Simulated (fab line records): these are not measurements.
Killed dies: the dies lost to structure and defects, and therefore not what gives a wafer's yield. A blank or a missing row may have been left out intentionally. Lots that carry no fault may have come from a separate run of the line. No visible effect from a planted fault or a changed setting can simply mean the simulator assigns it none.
Which tool did it? :: flow n5 finfet :: Sampling: 12 lots, 36 wafers, 5 of 1938 route steps

## WHAT EACH GAUGE READ, for each wafer
N5_BEOL_M5_INSPECT_13: inspects for defects (brightfield).
lot: L075
measured: day 8 04:05
on: defect inspect-01
raw defect count: 280 383 382

lot: L077
measured: day 8 23:09
on: defect inspect-02
raw defect count: 310 303 493

lot: L080
measured: day 9 15:20
on: defect inspect-01
raw defect count: 504 403 364

lot: L081
measured: day 9 20:02
on: defect inspect-01
raw defect count: 402 380 242

lot: L082
measured: day 10 06:34
on: defect inspect-01
raw defect count: 461 295 327

lot: L085
measured: day 10 22:25
on: defect inspect-02
raw defect count: 384 404 344

lot: L087
measured: day 11 01:39
on: defect inspect-01
raw defect count: 356 416 384

lot: L089
measured: day 12 05:06
on: defect inspect-01
raw defect count: 321 294 349

lot: L091
measured: day 12 08:40
on: defect inspect-02
raw defect count: 541 464 296

lot: L095
measured: day 13 09:40
on: defect inspect-02
raw defect count: 462 407 336

lot: L094
measured: day 13 15:55
on: defect inspect-01
raw defect count: 403 327 332

lot: L096
measured: day 13 19:26
on: defect inspect-01
raw defect count: 428 334 346

## EACH LOT AND THE TOOL THAT RAN IT (in order: tool; ch and the chambers of the sampled wafers; start)
lot: L075
N5_BEOL_M4_HM_OPEN_17: rie metal-02 ch 0, day 7 17:03
N5_BEOL_M4_DESCUM_33: rie diel-03 ch 0,3, day 7 17:47
N5_BEOL_M4_ALD_98: ald sin-04 ch 0,2,3, day 7 17:56
N5_BEOL_M4_SPUTTER_81: pvd sputter-03, day 7 22:53

lot: L077
N5_BEOL_M4_HM_OPEN_17: rie metal-02 ch 0,1, day 8 07:37
N5_BEOL_M4_DESCUM_33: rie diel-04 ch 0,1,3, day 8 08:22
N5_BEOL_M4_ALD_98: ald sin-01 ch 1,2,3, day 8 08:40
N5_BEOL_M4_SPUTTER_81: pvd sputter-01, day 8 16:18

lot: L080
N5_BEOL_M4_HM_OPEN_17: rie metal-03 ch 0,1, day 9 02:40
N5_BEOL_M4_DESCUM_33: rie diel-04 ch 1,2,3, day 9 03:44
N5_BEOL_M4_ALD_98: ald sin-02 ch 0,1,3, day 9 03:52
N5_BEOL_M4_SPUTTER_81: pvd sputter-02, day 9 09:53

lot: L081
N5_BEOL_M4_HM_OPEN_17: rie metal-03 ch 0,1, day 9 08:08
N5_BEOL_M4_DESCUM_33: rie diel-06 ch 1,2,3, day 9 08:47
N5_BEOL_M4_ALD_98: ald sin-04 ch 0,1,3, day 9 08:56
N5_BEOL_M4_SPUTTER_81: pvd sputter-01, day 9 14:39

lot: L082
N5_BEOL_M4_HM_OPEN_17: rie metal-02 ch 1, day 9 21:01
N5_BEOL_M4_DESCUM_33: rie diel-04 ch 2,3, day 9 22:04
N5_BEOL_M4_ALD_98: ald sin-01 ch 0,2,3, day 9 22:38
N5_BEOL_M4_SPUTTER_81: pvd sputter-01, day 10 01:29

lot: L085
N5_BEOL_M4_HM_OPEN_17: rie metal-01 ch 0,1, day 10 09:51
N5_BEOL_M4_DESCUM_33: rie diel-03 ch 2,3, day 10 10:59
N5_BEOL_M4_ALD_98: ald sin-02 ch 0,3, day 10 11:07
N5_BEOL_M4_SPUTTER_81: pvd sputter-02, day 10 17:48

lot: L087
N5_BEOL_M4_HM_OPEN_17: rie metal-01 ch 0,1, day 10 14:10
N5_BEOL_M4_DESCUM_33: rie diel-06 ch 0,1,2, day 10 14:47
N5_BEOL_M4_ALD_98: ald sin-01 ch 0,2,3, day 10 14:55
N5_BEOL_M4_SPUTTER_81: pvd sputter-03, day 10 19:52

lot: L089
N5_BEOL_M4_HM_OPEN_17: rie metal-01 ch 0,1, day 11 07:08
N5_BEOL_M4_DESCUM_33: rie diel-03 ch 2,3, day 11 07:45
N5_BEOL_M4_ALD_98: ald sin-01 ch 0,3, day 11 07:53
N5_BEOL_M4_SPUTTER_81: pvd sputter-03, day 11 22:25

lot: L091
N5_BEOL_M4_HM_OPEN_17: rie metal-02 ch 0,1, day 11 20:24
N5_BEOL_M4_DESCUM_33: rie diel-03 ch 0,2,3, day 11 21:10
N5_BEOL_M4_ALD_98: ald sin-04 ch 1,2,3, day 11 21:17
N5_BEOL_M4_SPUTTER_81: pvd sputter-02, day 12 01:36

lot: L095
N5_BEOL_M4_HM_OPEN_17: rie metal-02 ch 1, day 12 23:38
N5_BEOL_M4_DESCUM_33: rie diel-04 ch 0,2, day 13 00:23
N5_BEOL_M4_ALD_98: ald sin-02 ch 1,2, day 13 00:43
N5_BEOL_M4_SPUTTER_81: pvd sputter-02, day 13 03:53

lot: L094
N5_BEOL_M4_HM_OPEN_17: rie metal-02 ch 0,1, day 13 03:38
N5_BEOL_M4_DESCUM_33: rie diel-03 ch 1,3, day 13 04:18
N5_BEOL_M4_ALD_98: ald sin-01 ch 2,3, day 13 04:37
N5_BEOL_M4_SPUTTER_81: pvd sputter-02, day 13 10:38

lot: L096
N5_BEOL_M4_HM_OPEN_17: rie metal-03 ch 0,1, day 13 05:38
N5_BEOL_M4_DESCUM_33: rie diel-04 ch 0,2,3, day 13 06:26
N5_BEOL_M4_ALD_98: ald sin-02 ch 0,3, day 13 06:34
N5_BEOL_M4_SPUTTER_81: pvd sputter-02, day 13 12:49
- N5_BEOL_M4_HM_OPEN_17: chemistry Cl2/BCl3, target TiN, target depth 20 nm, overetch 6 nm.
- N5_BEOL_M4_DESCUM_33: chemistry O2, time 7 s.
- N5_BEOL_M4_ALD_98: deposits SiO2, target thk 2.5 nm, pulse time 1 s, co reactant pulse time 1 s.
- N5_BEOL_M4_SPUTTER_81: material Cu, target thk 4.5 nm, time 8.29 s.

## THE ANSWER, worked out from the rows above alone
Rule: the lots themselves supply what counts as usual. The widest of any qualifying gaps counts: lots, ordered by their means at a reading, are off when they make up no more than a third of the lots, leave a main group of 4 or more, and stand apart from it by 3 or more times the standard deviation of that group's means. The tables above print the reading to a certain number of digits; a main group whose means all agree to those digits is not used. A lot without any number at a reading at which 4 lots or more have one is off too. The other lots that the step has rows for count as sound.
Across all readings shown, no lot is off: no conclusion can be drawn from this.

## WHAT WAS PUT IN BY THE SIMULATOR
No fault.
